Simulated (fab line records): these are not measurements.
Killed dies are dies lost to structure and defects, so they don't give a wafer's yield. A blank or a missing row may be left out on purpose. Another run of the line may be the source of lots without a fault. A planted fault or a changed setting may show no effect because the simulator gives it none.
What tool caused it? -- flow n5Finfet -- 72 wafers from 24 lots sampled at 4 of the route's 1938 steps

WHAT EACH GAUGE READ, for each wafer
N5_BEOL_M12_CD_MEAS_28: the cd target is 160.2 nm. Usual: 160.9 nm for cdNm, sd 1.1.
lot,measured,on,cdNm (nm),flag
L074,day 10 10:32,cdSem-01,161.6 161.8 162.5,
L076,day 10 21:13,cdSem-02,159.6 160.7 161.4,
L075,day 10 23:34,cdSem-02,160.4 160.3 160.6,
L077,day 11 12:50,cdSem-02,162.8 159.9 162.6,
L079,day 11 18:44,cdSem-02,159.4 161.3 160.7,
L078,day 11 21:12,cdSem-01,161.7 160.5 162.3,
L080,day 11 23:57,cdSem-01,160.8 159.2 158.9,
L081,day 12 21:40,cdSem-01,161.3 160.1 159.5,
L082,day 13 03:46,cdSem-03,157.8 159.7 158.2,
L083,day 13 15:17,cdSem-01,160.6 159.1 160.8,
L084,day 13 23:52,cdSem-01,163.7 162.4 163.3,
L087,day 14 16:01,cdSem-01,161.1 161.4 162.3,
L086,day 14 17:34,cdSem-03,160.7 160.3 159.2,
L085,day 14 18:14,cdSem-02,161.9 159.9 160.2,
L088,day 14 20:26,cdSem-01,159.8 161.1 160.2,
L089,day 14 22:25,cdSem-01,159.2 160.4 161.6,
L090,day 14 22:57,cdSem-01,161.7 162.1 161.5,
L091,day 15 10:27,cdSem-03,162.0 161.1 162.1,
L092,day 15 14:48,cdSem-02,161.5 159.5 159.8,
L094,day 15 20:05,cdSem-01,160.3 160.6 161.4,
L093,day 15 20:56,cdSem-03,160.4 161.5 161.4,
L095,day 16 07:20,cdSem-02,160.6 158.6 161.1,
L096,day 17 08:27,cdSem-01,162.2 161.8 161.3,
L097,day 17 17:52,cdSem-03,162.3 161.0 159.7,

TOOL THAT RAN EACH LOT (tool first, then ch and the chambers of the sampled wafers, then the start)
lot,N5_BEOL_M11_SURFACE_TREAT_76,N5_BEOL_M12_VIA_ETCH_16,N5_BEOL_M12_STRIP_63
L074,"pvdSputter-02, day 10 07:29","rieDiel-01 ch 0,1,2, day 10 09:40","plasmaAsher-01 ch 0,1, day 10 09:52"
L076,"pvdSputter-03, day 10 17:50","rieDiel-01 ch 0,1, day 10 20:29","plasmaAsher-02 ch 0,1, day 10 20:41"
L075,"pvdSputter-02, day 10 20:32","rieDiel-06 ch 0,1,3, day 10 22:50","plasmaAsher-01 ch 0,1, day 10 23:03"
L077,"pvdSputter-02, day 11 09:37","rieDiel-01 ch 0,2, day 11 11:59","plasmaAsher-02 ch 0, day 11 12:11"
L079,"pvdSputter-01, day 11 15:57","rieDiel-06 ch 0,1, day 11 17:52","plasmaAsher-02 ch 0,1, day 11 18:06"
L078,"pvdSputter-03, day 11 16:53","rieDiel-02 ch 1,2,3, day 11 20:21","plasmaAsher-01 ch 0, day 11 20:33"
L080,"pvdSputter-02, day 11 20:28","rieDiel-01 ch 0,1,3, day 11 23:13","plasmaAsher-01 ch 0,1, day 11 23:25"
L081,"pvdSputter-02, day 12 18:47","rieDiel-06 ch 0,3, day 12 20:49","plasmaAsher-01 ch 0,1, day 12 21:00"
L082,"pvdSputter-01, day 13 00:47","rieDiel-01 ch 0,1,3, day 13 02:54","plasmaAsher-01 ch 0,1, day 13 03:06"
L083,"pvdSputter-02, day 13 12:39","rieDiel-01 ch 0,2, day 13 14:32","plasmaAsher-01 ch 0,1, day 13 14:44"
L084,"pvdSputter-01, day 13 20:58","rieDiel-01 ch 1,2,3, day 13 23:00","plasmaAsher-01 ch 0,1, day 13 23:12"
L087,"pvdSputter-02, day 14 13:04","rieDiel-02 ch 1,2, day 14 15:16","plasmaAsher-01 ch 0,1, day 14 15:29"
L086,"pvdSputter-02, day 14 14:25","rieDiel-01 ch 0,2, day 14 16:43","plasmaAsher-01 ch 0,1, day 14 16:55"
L085,"pvdSputter-03, day 14 14:39","rieDiel-01 ch 0,2,3, day 14 17:23","plasmaAsher-01 ch 0,1, day 14 17:36"
L088,"pvdSputter-03, day 14 15:39","rieDiel-02 ch 2,3, day 14 19:34","plasmaAsher-02 ch 0, day 14 19:46"
L089,"pvdSputter-02, day 14 19:42","rieDiel-02 ch 1,2,3, day 14 21:40","plasmaAsher-01 ch 0,1, day 14 21:53"
L090,"pvdSputter-03, day 14 20:10","rieDiel-06 ch 0,2,3, day 14 22:13","plasmaAsher-01 ch 0,1, day 14 22:25"
L091,"pvdSputter-03, day 15 07:42","rieDiel-06 ch 0,2,3, day 15 09:35","plasmaAsher-01 ch 0,1, day 15 09:47"
L092,"pvdSputter-03, day 15 11:10","rieDiel-01 ch 0,1,3, day 15 13:46","plasmaAsher-02 ch 0,1, day 15 14:08"
L094,"pvdSputter-01, day 15 17:15","rieDiel-01 ch 0,1,3, day 15 19:14","plasmaAsher-01 ch 0,1, day 15 19:26"
L093,"pvdSputter-01, day 15 17:27","rieDiel-02 ch 1,2, day 15 19:51","plasmaAsher-02 ch 0, day 15 20:03"
L095,"pvdSputter-03, day 16 04:15","rieDiel-02 ch 0,1,2, day 16 06:28","plasmaAsher-01 ch 0,1, day 16 06:40"
L096,"pvdSputter-02, day 17 05:08","rieDiel-02 ch 1,2, day 17 07:33","plasmaAsher-02 ch 0,1, day 17 07:45"
L097,"pvdSputter-03, day 17 14:35","rieDiel-02 ch 2,3, day 17 17:00","plasmaAsher-02 ch 0,1, day 17 17:12"
- N5_BEOL_M11_SURFACE_TREAT_76
- N5_BEOL_M12_VIA_ETCH_16: etches SiOC in C4F8/O2/Ar, target depth 724.8 nm.
- N5_BEOL_M12_STRIP_63: strips in N2/H2.

WHAT THE TOOLS THEMSELVES READ (means of the sampled wafers that have a number; where no wafer has one, the mark that the record gives instead)
N5_BEOL_M12_VIA_ETCH_16. Usual: C4F8_flow_sccm 15.00 sccm, standard deviation 0.042; drypumpMotorCurrentA 5.7 A, standard deviation 0.38; oesProductAu 0.74 a.u., standard deviation 0.073; rfVppV 664.5 V, standard deviation 2.8; showerheadPlenumPTorr 3.39 Torr, standard deviation 0.096; throttleValvePct 24.08 %, standard deviation 0.16.
lot,tool,C4F8_flow_sccm (sccm),drypumpMotorCurrentA (A),oesProductAu (a.u.),rfVppV (V),showerheadPlenumPTorr (Torr),throttleValvePct (%),flag
L074,rieDiel-01,15.01,5.5,0.74,663.7,3.35,24.18,
L076,rieDiel-01,15.00,5.3,0.76,664.2,3.35,24.29,
L075,rieDiel-06,14.93,5.7,0.67,664.9,3.41,24.14,
L077,rieDiel-01,14.99,5.6,0.78,663.2,3.33,23.89,
L079,rieDiel-06,14.98,5.5,0.67,666.9,3.45,24.09,
L078,rieDiel-02,15.00,5.6,0.72,664.9,3.40,24.04,
L080,rieDiel-01,15.01,5.7,0.83,663.3,3.36,24.18,
L081,rieDiel-06,15.03,5.6,0.76,670.4,3.61,24.12,
L082,rieDiel-01,15.00,5.7,0.82,664.0,3.35,24.19,
L083,rieDiel-01,14.98,5.4,0.78,662.8,3.33,24.01,
L084,rieDiel-01,15.00,5.9,0.78,662.9,3.34,24.11,
L087,rieDiel-02,15.01,5.8,0.73,662.0,3.32,24.03,
L086,rieDiel-01,15.01,5.6,0.75,663.2,3.32,23.94,
L085,rieDiel-01,15.00,5.8,0.76,663.4,3.33,24.02,
L088,rieDiel-02,14.98,5.5,0.69,665.2,3.39,24.06,
L089,rieDiel-02,14.96,5.6,0.70,664.2,3.39,24.06,
L090,rieDiel-06,15.03,5.7,0.76,667.4,3.51,24.08,
L091,rieDiel-06,15.06,5.7,0.75,667.1,3.51,24.09,
L092,rieDiel-01,14.97,5.7,0.78,662.5,3.34,24.23,
L094,rieDiel-01,15.02,5.7,0.78,663.6,3.34,24.22,
L093,rieDiel-02,15.02,5.8,0.73,662.5,3.32,24.04,
L095,rieDiel-02,14.97,5.8,0.68,663.9,3.38,24.02,
L096,rieDiel-02,15.03,5.8,0.72,662.4,3.31,24.05,
L097,rieDiel-02,15.03,5.3,0.80,665.7,3.44,23.94,

N5_BEOL_M12_STRIP_63. Usual: drypumpMotorCurrentA 5.9 A, standard deviation 0.49; heaterPowerW 346 W, standard deviation 40; n2FlowSccm 1750 sccm, standard deviation 5.7; oesProductAu 0.693 a.u., standard deviation 0.0044; stripTimeToEndpointS 42.5 s, standard deviation 0.75.
lot,tool,drypumpMotorCurrentA (A),heaterPowerW (W),n2FlowSccm (sccm),oesProductAu (a.u.),stripTimeToEndpointS (s),flag
L074,plasmaAsher-01,5.7,380,1752,0.694,43.3,
L076,plasmaAsher-02,5.9,309,1745,0.696,42.2,
L075,plasmaAsher-01,5.7,375,1749,0.697,43.4,
L077,plasmaAsher-02,6.2,302,1745,0.687,42.2,
L079,plasmaAsher-02,5.7,313,1749,0.697,42.5,
L078,plasmaAsher-01,5.3,396,1758,0.691,42.7,
L080,plasmaAsher-01,5.7,373,1749,0.692,42.4,
L081,plasmaAsher-01,5.7,378,1754,0.691,42.3,
L082,plasmaAsher-01,5.7,373,1746,0.689,41.7,
L083,plasmaAsher-01,5.7,380,1757,0.687,41.2,
L084,plasmaAsher-01,5.7,379,1745,0.693,42.3,
L087,plasmaAsher-01,6.0,353,1746,0.697,43.3,
L086,plasmaAsher-01,5.7,377,1750,0.692,42.2,
L085,plasmaAsher-01,5.7,376,1752,0.691,41.9,
L088,plasmaAsher-02,6.2,300,1748,0.698,43.2,
L089,plasmaAsher-01,6.0,349,1752,0.693,42.6,
L090,plasmaAsher-01,6.1,351,1748,0.692,41.5,
L091,plasmaAsher-01,5.7,375,1741,0.694,42.7,
L092,plasmaAsher-02,5.7,315,1750,0.690,42.3,
L094,plasmaAsher-01,5.7,376,1750,0.695,43.4,
L093,plasmaAsher-02,6.2,295,1749,0.690,43.0,
L095,plasmaAsher-01,5.7,379,1752,0.693,42.4,
L096,plasmaAsher-02,5.7,319,1753,0.695,42.8,
L097,plasmaAsher-02,5.9,312,1753,0.691,42.3,

THE ANSWER, worked out from the rows above alone
Rule: a lot counts as off when the mean over its wafers that have a number is more than 3 standard deviations away from the usual mean. Also off: a lot with no number at a reading for which 4 or more lots have one. Any other lot the step has rows for is counted as sound. Order of review: gauges by route order, followed by the tools' own readings, for which a lot's mean as printed above is used. At the first step where some lot is off, the reading lying furthest off is the one used; lots without a number count as furthest.
Nothing can be told from this: no lot is off at any reading shown.

WHAT THE SIMULATOR HAD INSERTED
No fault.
